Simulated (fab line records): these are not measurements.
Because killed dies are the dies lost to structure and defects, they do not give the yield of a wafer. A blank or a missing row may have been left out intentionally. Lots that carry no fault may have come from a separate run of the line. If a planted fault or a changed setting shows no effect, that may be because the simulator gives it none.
The tool behind it: which one? || flow nandHarc || 12 lots with 36 wafers sampled at 6 steps, on a route of 1159 steps

== WHAT THE GAUGES READ, wafer by wafer ==
NHARC_A_SGD_CUT_INSPECT_11.
{"lot": "L076", "measured": "day 14 01:04", "on": "defectInspect-01", "rawDefectCount": "13 18 18"}
{"lot": "L078", "measured": "day 14 06:31", "on": "defectInspect-02", "rawDefectCount": "10 16 14"}
{"lot": "L080", "measured": "day 14 22:31", "on": "defectInspect-01", "rawDefectCount": "24 22 22"}
{"lot": "L083", "measured": "day 15 22:34", "on": "defectInspect-02", "rawDefectCount": "17 26 21"}
{"lot": "L081", "measured": "day 15 22:09", "on": "defectInspect-02", "rawDefectCount": "11 3 10"}
{"lot": "L085", "measured": "day 16 10:28", "on": "defectInspect-02", "rawDefectCount": "31 26 34"}
{"lot": "L086", "measured": "day 16 21:36", "on": "defectInspect-02", "rawDefectCount": "16 20 30"}
{"lot": "L088", "measured": "day 17 19:27", "on": "defectInspect-02", "rawDefectCount": "25 22 23"}
{"lot": "L092", "measured": "day 17 21:20", "on": "defectInspect-01", "rawDefectCount": "21 16 7"}
{"lot": "L093", "measured": "day 18 00:49", "on": "defectInspect-02", "rawDefectCount": "29 25 26"}
{"lot": "L096", "measured": "day 19 01:01", "on": "defectInspect-01", "rawDefectCount": "20 14 20"}
{"lot": "L095", "measured": "day 19 00:22", "on": "defectInspect-02", "rawDefectCount": "17 22 26"}

== WHICH TOOL RAN EACH LOT (tool, then ch and the chambers of the sampled wafers, then the start) ==
{"lot": "L076", "NHARC_A_STAIRCASE_HM_DEP_456": "aclDep-03 ch 0, day 11 14:09", "NHARC_A_STAIRCASE_STRIP_316": "rieDiel-06 ch 1,3, day 13 19:01 or earlier", "NHARC_A_STAIRCASE_ETCHBACK_416": "rieDiel-01 ch 0,1, day 13 19:01 or earlier", "NHARC_A_STAIRCASE_ETCH_444": "rieDiel-01 ch 0,1,3, day 13 19:01", "NHARC_A_STAIRCASE_ETCHBACK_157": "rieDiel-06 ch 0,1,2, day 13 23:09"}
{"lot": "L078", "NHARC_A_STAIRCASE_HM_DEP_456": "aclDep-03 ch 0, day 11 22:07", "NHARC_A_STAIRCASE_STRIP_316": "rieDiel-06 ch 0,1,3, day 14 00:38 or earlier", "NHARC_A_STAIRCASE_ETCHBACK_416": "rieDiel-06 ch 0,2,3, day 14 00:38 or earlier", "NHARC_A_STAIRCASE_ETCH_444": "rieDiel-11 ch 2,3, day 14 00:38", "NHARC_A_STAIRCASE_ETCHBACK_157": "rieDiel-06 ch 0,3, day 14 04:32"}
{"lot": "L080", "NHARC_A_STAIRCASE_HM_DEP_456": "aclDep-01 ch 0, day 12 16:58", "NHARC_A_STAIRCASE_STRIP_316": "rieDiel-06 ch 0,1,2, day 14 16:34 or earlier", "NHARC_A_STAIRCASE_ETCHBACK_416": "rieDiel-01 ch 0,3, day 14 16:34 or earlier", "NHARC_A_STAIRCASE_ETCH_444": "rieDiel-06 ch 0,1,3, day 14 16:34", "NHARC_A_STAIRCASE_ETCHBACK_157": "rieDiel-06 ch 1,2,3, day 14 20:37"}
{"lot": "L083", "NHARC_A_STAIRCASE_HM_DEP_456": "aclDep-03 ch 0, day 13 06:17", "NHARC_A_STAIRCASE_STRIP_316": "rieDiel-01 ch 1,2, day 15 16:47 or earlier", "NHARC_A_STAIRCASE_ETCHBACK_416": "rieDiel-06 ch 2,3, day 15 16:47 or earlier", "NHARC_A_STAIRCASE_ETCH_444": "rieDiel-06 ch 0,2, day 15 16:47", "NHARC_A_STAIRCASE_ETCHBACK_157": "rieDiel-01 ch 0,2,3, day 15 20:47"}
{"lot": "L081", "NHARC_A_STAIRCASE_HM_DEP_456": "aclDep-02 ch 0, day 13 13:40", "NHARC_A_STAIRCASE_STRIP_316": "rieDiel-01 ch 1,3, day 15 16:19 or earlier", "NHARC_A_STAIRCASE_ETCHBACK_416": "rieDiel-06 ch 1,2, day 15 16:19 or earlier", "NHARC_A_STAIRCASE_ETCH_444": "rieDiel-11 ch 1,2,3, day 15 16:19", "NHARC_A_STAIRCASE_ETCHBACK_157": "rieDiel-01 ch 1,2,3, day 15 20:05"}
{"lot": "L085", "NHARC_A_STAIRCASE_HM_DEP_456": "aclDep-03 ch 0, day 14 02:30", "NHARC_A_STAIRCASE_STRIP_316": "rieDiel-11 ch 0,2,3, day 16 04:20 or earlier", "NHARC_A_STAIRCASE_ETCHBACK_416": "rieDiel-06 ch 0,2,3, day 16 04:20 or earlier", "NHARC_A_STAIRCASE_ETCH_444": "rieDiel-06 ch 1,2,3, day 16 04:20", "NHARC_A_STAIRCASE_ETCHBACK_157": "rieDiel-06 ch 1,2,3, day 16 08:37"}
{"lot": "L086", "NHARC_A_STAIRCASE_HM_DEP_456": "aclDep-03 ch 0, day 14 15:19", "NHARC_A_STAIRCASE_STRIP_316": "rieDiel-01 ch 1,2, day 16 15:45 or earlier", "NHARC_A_STAIRCASE_ETCHBACK_416": "rieDiel-11 ch 0,3, day 16 15:45 or earlier", "NHARC_A_STAIRCASE_ETCH_444": "rieDiel-11 ch 1,3, day 16 15:45", "NHARC_A_STAIRCASE_ETCHBACK_157": "rieDiel-06 ch 0,1,2, day 16 19:49"}
{"lot": "L088", "NHARC_A_STAIRCASE_HM_DEP_456": "aclDep-01 ch 0, day 15 04:54", "NHARC_A_STAIRCASE_STRIP_316": "rieDiel-01 ch 2,3, day 17 13:43 or earlier", "NHARC_A_STAIRCASE_ETCHBACK_416": "rieDiel-06 ch 0,3, day 17 13:43 or earlier", "NHARC_A_STAIRCASE_ETCH_444": "rieDiel-11 ch 2,3, day 17 13:43", "NHARC_A_STAIRCASE_ETCHBACK_157": "rieDiel-11 ch 2,3, day 17 17:28"}
{"lot": "L092", "NHARC_A_STAIRCASE_HM_DEP_456": "aclDep-01 ch 0, day 15 11:51", "NHARC_A_STAIRCASE_STRIP_316": "rieDiel-01 ch 0,1,3, day 17 15:02 or earlier", "NHARC_A_STAIRCASE_ETCHBACK_416": "rieDiel-11 ch 0,2,3, day 17 15:02 or earlier", "NHARC_A_STAIRCASE_ETCH_444": "rieDiel-06 ch 0,2,3, day 17 15:02", "NHARC_A_STAIRCASE_ETCHBACK_157": "rieDiel-06 ch 2,3, day 17 19:04"}
{"lot": "L093", "NHARC_A_STAIRCASE_HM_DEP_456": "aclDep-01 ch 0, day 15 17:04", "NHARC_A_STAIRCASE_STRIP_316": "rieDiel-01 ch 0,1,2, day 17 18:55 or earlier", "NHARC_A_STAIRCASE_ETCHBACK_416": "rieDiel-01 ch 0,1,3, day 17 18:55 or earlier", "NHARC_A_STAIRCASE_ETCH_444": "rieDiel-11 ch 0,2,3, day 17 18:55", "NHARC_A_STAIRCASE_ETCHBACK_157": "rieDiel-11 ch 1,2,3, day 17 23:01"}
{"lot": "L096", "NHARC_A_STAIRCASE_HM_DEP_456": "aclDep-01 ch 0, day 16 17:44", "NHARC_A_STAIRCASE_STRIP_316": "rieDiel-11 ch 1,2,3, day 18 19:05 or earlier", "NHARC_A_STAIRCASE_ETCHBACK_416": "rieDiel-06 ch 0,2, day 18 19:05 or earlier", "NHARC_A_STAIRCASE_ETCH_444": "rieDiel-01 ch 0,3, day 18 19:05", "NHARC_A_STAIRCASE_ETCHBACK_157": "rieDiel-06 ch 0,3, day 18 23:10"}
{"lot": "L095", "NHARC_A_STAIRCASE_HM_DEP_456": "aclDep-02 ch 0, day 16 19:31", "NHARC_A_STAIRCASE_STRIP_316": "rieDiel-06 ch 0,2,3, day 18 18:19 or earlier", "NHARC_A_STAIRCASE_ETCHBACK_416": "rieDiel-01 ch 1,3, day 18 18:19 or earlier", "NHARC_A_STAIRCASE_ETCH_444": "rieDiel-11 ch 1,2,3, day 18 18:19", "NHARC_A_STAIRCASE_ETCHBACK_157": "rieDiel-06 ch 1,2,3, day 18 22:14"}
- NHARC_A_STAIRCASE_HM_DEP_456: deposits aC, target thk 1500 nm.
- NHARC_A_STAIRCASE_STRIP_316: strips in O2.
- NHARC_A_STAIRCASE_ETCHBACK_416: etches the open film in C4F8/O2/Ar, target depth 36 nm, time 7.2 s.
- NHARC_A_STAIRCASE_ETCH_444: etches the open film in C4F8/O2, target depth 10200 nm, time 3400 s.
- NHARC_A_STAIRCASE_ETCHBACK_157: etches the open film in CH3F/O2, target depth 90 nm, time 167.14 s.

== THE ANSWER, worked out from the rows above alone ==
Rule: usual is defined by the lots themselves. Put in order of their means at a reading, lots are off if they are a third of the lots or fewer, leave a main group of 4 or more, and stand apart from it by a gap of 3 or more times the standard deviation of the main group's means; of several such gaps the widest counts. If all means in a main group match to the digits the tables above print for the reading, that group is not used. A lot without any number at a reading at which 4 lots or more have one is off too. All remaining lots with rows at the step are treated as sound.
No lot is off at any reading shown: from this, nothing can be told.

== WHAT THE SIMULATOR HAD INSERTED ==
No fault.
